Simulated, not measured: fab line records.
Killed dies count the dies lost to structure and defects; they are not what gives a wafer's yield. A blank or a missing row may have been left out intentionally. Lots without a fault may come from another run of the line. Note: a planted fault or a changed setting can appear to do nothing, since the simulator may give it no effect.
2 desks looking at one fault -- flow n5-finfet -- every desk sees just its own numbers, and what lay behind them comes last

AT THE TOOL OWNER'S DESK: rie-diel-05
The tool's own readings at N5_SDB_ETCH_17 (etches SiARC in CF4, target depth 23.4 nm, time 39 s): means of the sampled wafers that have a number, for each lot that ran on this tool. Marked OUT: a lot whose mean sits more than 4 standard deviations from the usual mean, which makes it out of limits; the brackets give that distance.
Columns: A = drypump-motor-current-A at N5_SDB_ETCH_17, usual 5.5 A; B = etch-rf-on-time-s at N5_SDB_ETCH_17, usual 38.8 s; C = oes-product-au at N5_SDB_ETCH_17, usual 0.70 a.u.; D = rf-vpp-V at N5_SDB_ETCH_17, usual 184.6 V; E = showerhead-plenum-p-Torr at N5_SDB_ETCH_17, usual 2.19 Torr; F = throttle-valve-pct at N5_SDB_ETCH_17, usual 15.63 %
lot,first seen here,A,B,C,D,E,F
L793,day 5 10:57,5.3,38.2,0.76,185.0,2.21,15.53
L795,day 6 00:20,5.5,39.3,0.73,183.7,2.15,15.59
L797,day 6 14:52,5.8,38.5,0.75,182.8,2.14,15.57
L801,day 7 16:45,4.6,46.7 (+6.6) OUT,0.67,186.1,2.27,15.67
Finding of this desk: L801 out of limits; the first was L801 at day 7 16:45, on etch-rf-on-time-s at N5_SDB_ETCH_17. L793, L795, L797: within limits.

FROM THE METROLOGY DESK
What the gauges read, lot by lot, whatever tool the lot ran on: means of the sampled wafers that have a number. Marked OUT: a lot whose mean sits more than 4 standard deviations from the usual mean, which makes it out of limits; the brackets give that distance. It has 11 readings; the 7 that lie furthest out on some lot are the ones shown.
Columns: A = cd-nm at N5_SDB_CD_MEAS_11, usual 49.5 nm; B = DIBL_P at N5_BEOL_M4_RC_MEAS_101, usual 37.2 mV/V; C = IOFF_P at N5_BEOL_M4_RC_MEAS_101, usual 0.22 nA/um; D = ION_N at N5_BEOL_M4_RC_MEAS_101, usual 680 uA/um; E = ION_P at N5_BEOL_M4_RC_MEAS_101, usual 464 uA/um; F = VT_N at N5_BEOL_M4_RC_MEAS_101, usual 248.9 mV; G = VT_P at N5_BEOL_M4_RC_MEAS_101, usual -251 mV
lot,first seen here,A,B,C,D,E,F,G
L786,day 3 22:05,49.1,39.1,0.23,687,464,247.8,-249
L791,day 5 00:49,48.8,37.7,0.23,691,466,246.3,-249
L792,day 5 04:08,47.7,37.3,0.20,676,459,250.7,-253
L793,day 5 10:05,49.2,38.0,0.29,688,475,245.7,-245
L795,day 6 00:13,49.5,35.9,0.21,681,467,249.9,-251
L796,day 6 03:36,50.2,38.0,0.20,673,462,248.9,-254
L797,day 6 14:44,50.5,36.5,0.21,678,463,250.0,-250
L800,day 7 08:38,49.7,37.4,0.17,674,456,250.0,-256
L801,day 7 16:36,50.1,39.4,0.22,683,467,246.6,-250
L807,day 9 02:03,49.8,36.6,0.22,680,464,246.8,-251
This desk's finding: nothing out of limits on any of the 10 lots.

PUT TOGETHER
The tool owner's desk could have raised an alarm at day 7 16:45, on L801.
From the metrology desk's view, nothing was out of limits.
The metrology desk has L801 on record, within its limits.
Every lot named ran N5_SDB_ETCH_17 on rie-diel-05.

WHAT WAS PUT IN BY THE SIMULATOR
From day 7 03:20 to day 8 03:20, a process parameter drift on rie-diel-05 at N5_SDB_ETCH_17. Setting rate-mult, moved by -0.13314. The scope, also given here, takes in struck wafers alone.
Shown lots that were struck: L801.
Each desk's first reading out of limits, in hours after the fault started: the tool owner's desk, 13.
